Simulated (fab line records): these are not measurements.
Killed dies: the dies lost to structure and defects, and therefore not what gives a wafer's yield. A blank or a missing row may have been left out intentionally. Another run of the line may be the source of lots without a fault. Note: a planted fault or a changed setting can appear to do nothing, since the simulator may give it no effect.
Which tool did it? || flow n5_finfet || at 1 step of a route of 1938, 12 lots with 36 wafers sampled

== WHAT EACH GAUGE READ, for each wafer ==
N5_BEOL_M3_INSPECT_13: inspects for defects (brightfield).
{"lot": "L075", "measured": "day 7 04:08", "on": "defect_inspect-01", "raw_defect_count": "393 338 461"}
{"lot": "L077", "measured": "day 7 21:19", "on": "defect_inspect-01", "raw_defect_count": "561 578 367"}
{"lot": "L078", "measured": "day 8 07:20", "on": "defect_inspect-01", "raw_defect_count": "342 305 341"}
{"lot": "L081", "measured": "day 9 00:16", "on": "defect_inspect-02", "raw_defect_count": "311 447 451"}
{"lot": "L082", "measured": "day 9 07:46", "on": "defect_inspect-02", "raw_defect_count": "392 369 427"}
{"lot": "L085", "measured": "day 9 13:33", "on": "defect_inspect-01", "raw_defect_count": "491 423 278"}
{"lot": "L086", "measured": "day 10 08:55", "on": "defect_inspect-02", "raw_defect_count": "369 341 310"}
{"lot": "L089", "measured": "day 10 23:27", "on": "defect_inspect-01", "raw_defect_count": "366 458 357"}
{"lot": "L092", "measured": "day 11 06:19", "on": "defect_inspect-02", "raw_defect_count": "453 410 387"}
{"lot": "L093", "measured": "day 11 18:56", "on": "defect_inspect-02", "raw_defect_count": "467 495 522"}
{"lot": "L094", "measured": "day 11 23:51", "on": "defect_inspect-01", "raw_defect_count": "322 246 418"}
{"lot": "L097", "measured": "day 13 02:11", "on": "defect_inspect-01", "raw_defect_count": "440 284 444"}

== WHICH TOOL RAN EACH LOT (tool, then ch and the chambers of the sampled wafers, then the start) ==
The record shows no process step preceding these readings.

== THE ANSWER, worked out from the rows above alone ==
Rule: the usual values come from the lots themselves. Put in order of their means at a reading, lots are off if they are a third of the lots or fewer, leave a main group of 4 or more, and stand apart from it by a gap of 3 or more times the standard deviation of the main group's means; of several such gaps the widest counts. The tables above print the reading to a certain number of digits; a main group whose means all agree to those digits is not used. A lot without any number at a reading at which 4 lots or more have one is off too. Where the step has rows for the other lots, those lots are counted as sound.
No lot is off on any of the readings shown, so nothing can be concluded from this.

== WHAT THE SIMULATOR PUT IN ==
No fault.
